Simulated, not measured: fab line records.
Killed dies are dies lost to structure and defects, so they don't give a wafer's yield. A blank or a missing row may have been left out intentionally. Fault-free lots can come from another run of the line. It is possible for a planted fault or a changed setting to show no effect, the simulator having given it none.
A lot that was struck, set against a sound lot	flow n5-finfet	15 steps out of a route of 1938
Sound: wafers L801.1, L801.3, L801.6. Struck: wafer L797.1 (L797.2, L797.6, from the same lot, were not struck and are left out); the cause is given at the end.
Order at every step that has rows: each side's tool, ch and its chambers, its first start. Under that, the readings that differ: sound wafers	struck wafers	difference of the means	sigmas: that difference in standard deviations of wafers without a fault.
alike: same words and numbers on both sides, and readings whose means sit less than 2 such deviations apart. not compared: any withheld reading, any reading some wafer has no value for, any bound like >300 that may hide the same value, and any number with overlapping values for which the record gives no deviation.
Wherever a step has rows on one side only, a row that says differs or no value, or a row with sigmas, the two part there. Numbers that don't overlap but have no deviation are shown without sigmas and don't part them. A reading that every wafer of one side lacks parts them only if that side has two wafers or more.

first, 1 step without rows for these wafers: N5_BEOL_M1_ANNEAL_87 (time 240 s).
N5_BEOL_M1_SPUTTER_88: material Cu, target thk 4.5 nm, time 8.29 s.
  sound on pvd-sputter-02, day 9 17:39; struck on pvd-sputter-01, day 9 02:34
  alike: chamber-pressure-pa, throttle-valve-pct
N5_BEOL_M1_ANNEAL_89: time 240 s.
  sound on pvd-sputter-02, day 9 17:44; struck on pvd-sputter-01, day 9 02:38
  alike: heater-power-w
N5_BEOL_M1_SPUTTER_90: material Cu, target thk 4.5 nm, time 8.29 s.
  sound on pvd-sputter-02, day 9 17:52; struck on pvd-sputter-01, day 9 02:47
  alike: chamber-pressure-pa, throttle-valve-pct
N5_BEOL_M1_ANNEAL_91: time 240 s.
  sound on pvd-sputter-02, day 9 17:57; struck on pvd-sputter-01, day 9 02:52
reading	sound	struck	difference	sigmas
heater-power-w (W)	968 912 912	775	-156	-2
then, 3 steps without rows for these wafers: N5_BEOL_M1_SPUTTER_92 (material Cu, target thk 4.5 nm, time 8.29 s); N5_BEOL_M1_ANNEAL_93 (time 240 s); N5_BEOL_M1_SPUTTER_94 (material Cu, target thk 4.5 nm, time 8.29 s).
N5_BEOL_M1_ANNEAL_95: time 240 s.
  sound on pvd-sputter-02, day 9 18:23; struck on pvd-sputter-01, day 9 03:18
  alike: heater-power-w
then, 3 steps without rows for these wafers: N5_BEOL_M1_SPUTTER_96 (material Cu, target thk 4.5 nm, time 8.29 s); N5_BEOL_M1_ECD_50 (material Cu, target thk 300 nm); N5_BEOL_M1_ANNEAL_51 (time 90 s).
N5_BEOL_M1_CMP_52: polishes, stops on SiOC, t overpolish 6.8 s, target thk 40 nm.
  sound on cmp-03 ch 0,1,2, day 9 19:05; struck on cmp-04 ch 1, day 9 04:08
reading	sound	struck	difference	sigmas
barrier-field-endpoint-s (s)	25.8 24.2 25.2	31.2	+6.1	+10
head-pressure-psi (psi)	1.0014 1.0020 0.9965	0.7702	-0.2298	-99 or more
  alike: motor-current-A, overpolish-run-s, time-to-endpoint-s
N5_BEOL_M4_RC_MEAS_101:
  sound on prober-02 ch 0, day 11 09:59; struck on prober-02 ch 0, day 11 04:00
reading	sound	struck	difference	sigmas
DIBL_N (mV/V)	33.9 33.0 33.7	39.6	+6.1	+3
DIBL_P (mV/V)	33.6 32.7 32.8	41.2	+8.2	+3
IOFF_N (nA/um)	0.14 0.11 0.13	0.25	+0.12	+4
IOFF_P (nA/um)	0.19 0.18 0.19	0.28	+0.09	+3
ION_N (uA/um)	684 661 664	696	+26	+2
SS_P (mV/dec)	72.8 72.5 72.1	74.6	+2.1	+3
VT_N (mV)	249 255 253	244	-8	-2
  alike: ION_P, SS_N, VT_P
then, 1 step without rows for these wafers: N5_PASSIVATION_PROBE_49.

WHERE THEY PART
Earliest at N5_BEOL_M1_ANNEAL_91; latest, in this record, at N5_BEOL_M4_RC_MEAS_101.

WHY: what the simulator had put in
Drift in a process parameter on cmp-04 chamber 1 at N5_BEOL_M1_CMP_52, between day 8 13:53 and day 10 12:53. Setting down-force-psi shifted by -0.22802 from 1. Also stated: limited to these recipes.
